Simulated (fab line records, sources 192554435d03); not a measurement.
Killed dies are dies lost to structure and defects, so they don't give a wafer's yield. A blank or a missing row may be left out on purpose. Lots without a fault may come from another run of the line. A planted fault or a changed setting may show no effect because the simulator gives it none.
Chamber matching | flow n5_finfet | N5_BEOL_M1_ETCH_77 on rie_diel-01: 3 sister chambers
The step etches underlayer in N2/H2, target depth 6.5 nm, time 5.2 s. 3 wafers are shown with their chamber, then 6 later ones without.

WAFERS WITH THEIR CHAMBER
wafer  | chamber | showerhead_plenum_p_Torr (Torr)
L085.1 | 3       | 2.43
L085.4 | 1       | 2.42
L089.1 | 2       | 2.55

WAFERS WITHOUT THEIR CHAMBER
wafer  | showerhead_plenum_p_Torr (Torr)
L089.3 | 2.42
L089.6 | 2.55
L091.4 | 2.43
L091.6 | 2.41
L095.2 | 2.43
L095.3 | 2.55

WHICH CHAMBER EACH WENT THROUGH
wafer  | from the rows above | in truth
L089.3 | 1                   | 1
L089.6 | 2                   | 2
L091.4 | 3                   | 3
L091.6 | 1                   | 1
L095.2 | 3                   | 3
L095.3 | 2                   | 2
Placed correctly: 6 of 6. Can't be placed from these rows: 0. Placed wrongly: 0.
How it was worked out, from the rows above alone: a wafer's distance from a chamber is the root of the sum, over the readings, of the square of ((its reading less the chamber's mean) divided by the reading's scatter). The wafer belongs to the nearest chamber; if the next one is less than 2 further off, it can't be placed. A chamber's mean is the mean of its shown wafers. The scatter: with one shown wafer a chamber, the root of the mean of the squares of how far each hidden wafer lies from its nearest shown one.
